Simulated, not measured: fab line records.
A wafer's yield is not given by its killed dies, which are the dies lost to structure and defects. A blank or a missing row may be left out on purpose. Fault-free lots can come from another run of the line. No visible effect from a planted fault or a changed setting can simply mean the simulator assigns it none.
Which of the tools did it? -- flow n5Finfet -- 10 lots, 30 wafers sampled, at 5 steps of a route of 1938

WHAT THE GAUGES READ, wafer by wafer
N5_BEOL_M14_INSPECT_55: inspects for defects (darkfield).
lot,measured,on,rawDefectCount
L187,day 11 05:28,defectInspect-01,41 49 75
L190,day 11 20:28,defectInspect-02,104 116 120
L191,day 12 01:02,defectInspect-02,70 49 76
L192,day 12 10:29,defectInspect-02,78 99 86
L193,day 12 13:08,defectInspect-01,88 66 80
L197,day 14 13:28,defectInspect-01,54 61 59
L199,day 14 13:51,defectInspect-02,125 79 100
L200,day 14 19:01,defectInspect-01,62 54 46
L208,day 17 00:11,defectInspect-01,79 78 84
L209,day 17 07:16,defectInspect-01,56 36 45

N5_MIM_BOT_LITHO_OVL_MEAS_11.
lot,measured,on,MIM_BOT_OVL (nm)
L187,day 12 01:28,overlay-02,2 -3 3
L190,day 12 11:14,overlay-02,1 -4 -6
L191,day 12 11:30,overlay-01,4 4 2
L192,day 12 21:13,overlay-01,2 8 5
L193,day 12 21:32,overlay-02,10 5 3
L197,day 14 23:17,overlay-01,12 3 10
L199,day 15 00:19,overlay-01,1 3 2
L200,day 15 08:17,overlay-01,-5 -8 -2
L208,day 17 13:14,overlay-01,186 181 180
L209,day 17 17:13,overlay-02,176 178 169

WHICH TOOL RAN EACH LOT (tool, then ch and the chambers of the sampled wafers, then the start)
lot,N5_BEOL_M15_DESCUM_15,N5_BEOL_M15_STRIP_62,N5_MIM_BOT_LITHO_EXPOSE_05
L187,"rieDiel-06 ch 0,1,2, day 11 06:16","rieDiel-02 ch 0,1,3, day 12 01:16 or earlier","krfScanner-02 ch 0, day 12 01:16"
L190,"rieDiel-02 ch 1,3, day 11 21:09","rieDiel-05 ch 1,2, day 12 11:02 or earlier","krfScanner-02 ch 0, day 12 11:02"
L191,"rieDiel-06 ch 2,3, day 12 01:43","rieDiel-02 ch 0,2,3, day 12 11:18 or earlier","krfScanner-01 ch 0, day 12 11:18"
L192,"rieDiel-02 ch 2,3, day 12 11:09","rieDiel-06 ch 1,2,3, day 12 21:01 or earlier","krfScanner-02 ch 0, day 12 21:01"
L193,"rieDiel-05 ch 0,1,3, day 12 14:07","rieDiel-05 ch 1,2,3, day 12 21:20 or earlier","krfScanner-02 ch 0, day 12 21:20"
L197,"rieDiel-02 ch 0,1,2, day 14 14:17","rieDiel-02 ch 0,1,3, day 14 23:05 or earlier","krfScanner-01 ch 0, day 14 23:05"
L199,"rieDiel-05 ch 1,2, day 14 15:07","rieDiel-06 ch 0,2,3, day 15 00:07 or earlier","krfScanner-01 ch 0, day 15 00:07"
L200,"rieDiel-05 ch 2,3, day 14 20:10","rieDiel-02 ch 1,2,3, day 15 08:05 or earlier","krfScanner-01 ch 0, day 15 08:05"
L208,"rieDiel-05 ch 0,1,3, day 17 01:19","rieDiel-02 ch 0,1,3, day 17 13:02 or earlier","krfScanner-01 ch 0, day 17 13:02"
L209,"rieDiel-02 ch 0,2,3, day 17 07:56","rieDiel-06 ch 1,2,3, day 17 17:01 or earlier","krfScanner-01 ch 0, day 17 17:01"
- N5_BEOL_M15_DESCUM_15: chemistry O2, time 7.9 s.
- N5_BEOL_M15_STRIP_62: strips in O2.
- N5_MIM_BOT_LITHO_EXPOSE_05: exposes mask MIM BOT.

WHAT THE TOOLS THEMSELVES READ (means of the sampled wafers that have a number; where no wafer has one, the mark that the record gives instead)
N5_BEOL_M15_DESCUM_15.
lot,tool,drypumpMotorCurrentA (A),oesProductAu (a.u.),rfVppV (V),showerheadPlenumPTorr (Torr),throttleValvePct (%)
L187,rieDiel-06,5.9,0.83,241.9,2.08,20.24
L190,rieDiel-02,5.6,0.87,244.7,2.20,20.64
L191,rieDiel-06,6.3,0.78,243.7,2.13,20.30
L192,rieDiel-02,5.3,0.79,245.1,2.17,20.38
L193,rieDiel-05,5.8,0.74,242.5,2.09,20.48
L197,rieDiel-02,5.3,0.83,244.7,2.20,20.54
L199,rieDiel-05,5.2,0.73,243.9,2.13,20.72
L200,rieDiel-05,5.2,0.69,243.8,2.14,20.67
L208,rieDiel-05,5.8,0.79,243.9,2.16,20.40
L209,rieDiel-02,5.2,0.76,244.7,2.16,20.54

N5_BEOL_M15_STRIP_62.
lot,tool,drypumpMotorCurrentA (A),oesProductAu (a.u.),rfVppV (V),showerheadPlenumPTorr (Torr),throttleValvePct (%)
L187,rieDiel-02,5.4,0.80,3.3,2.19,16.92
L190,rieDiel-05,5.2,0.74,3.6,2.14,16.94
L191,rieDiel-02,5.2,0.79,3.7,2.18,16.75
L192,rieDiel-06,6.3,0.82,3.7,2.14,16.47
L193,rieDiel-05,5.4,0.75,3.7,2.15,16.77
L197,rieDiel-02,5.4,0.77,4.2,2.18,16.97
L199,rieDiel-06,5.8,0.77,3.7,2.06,16.64
L200,rieDiel-02,5.4,0.83,3.6,2.19,16.67
L208,rieDiel-02,5.5,0.76,3.6,2.18,17.00
L209,rieDiel-06,6.3,0.77,3.6,2.13,16.53

N5_MIM_BOT_LITHO_EXPOSE_05.
lot,tool,stageVelMmS (mm/s)
L187,krfScanner-02,500.03
L190,krfScanner-02,500.36
L191,krfScanner-01,500.09
L192,krfScanner-02,499.59
L193,krfScanner-02,499.95
L197,krfScanner-01,499.94
L199,krfScanner-01,500.13
L200,krfScanner-01,500.00
L208,krfScanner-01,500.01
L209,krfScanner-01,500.19

THE ANSWER, worked out from the rows above alone
Rule: the lots themselves supply what counts as usual. Put in order of their means at a reading, lots are off if they are a third of the lots or fewer, leave a main group of 4 or more, and stand apart from it by a gap of 3 or more times the standard deviation of the main group's means; of several such gaps the widest counts. If all means in a main group match to the digits the tables above print for the reading, that group is not used. Also off: a lot with no number at a reading for which 4 or more lots have one. Where the step has rows for the other lots, those lots are counted as sound. Order of review: gauges by route order, followed by the tools' own readings, for which a lot's mean as printed above is used. At the first step where some lot is off, the reading lying furthest off is the one used; lots without a number count as furthest.
Off: at N5_MIM_BOT_LITHO_OVL_MEAS_11 (MIM_BOT_OVL), L208, L209. Main group: mean 2 nm, sd 4.2.
A tool fits if, at a process step before that reading, it ran every lot that is off, and no sound lot after the first of them. Those tools and the gauges at N5_MIM_BOT_LITHO_OVL_MEAS_11 are tried in the same way. N5_BEOL_M15_STRIP_62 gives no start for some lots, so the hours and the order of its lots are those of N5_MIM_BOT_LITHO_EXPOSE_05. One fits: N5_MIM_BOT_LITHO_EXPOSE_05 on krfScanner-01. A fault onset in the window from L200 (day 15 08:05, its last sound lot) to L208 (day 17 13:02, its first lot off) fits.

WHAT THE SIMULATOR PUT IN
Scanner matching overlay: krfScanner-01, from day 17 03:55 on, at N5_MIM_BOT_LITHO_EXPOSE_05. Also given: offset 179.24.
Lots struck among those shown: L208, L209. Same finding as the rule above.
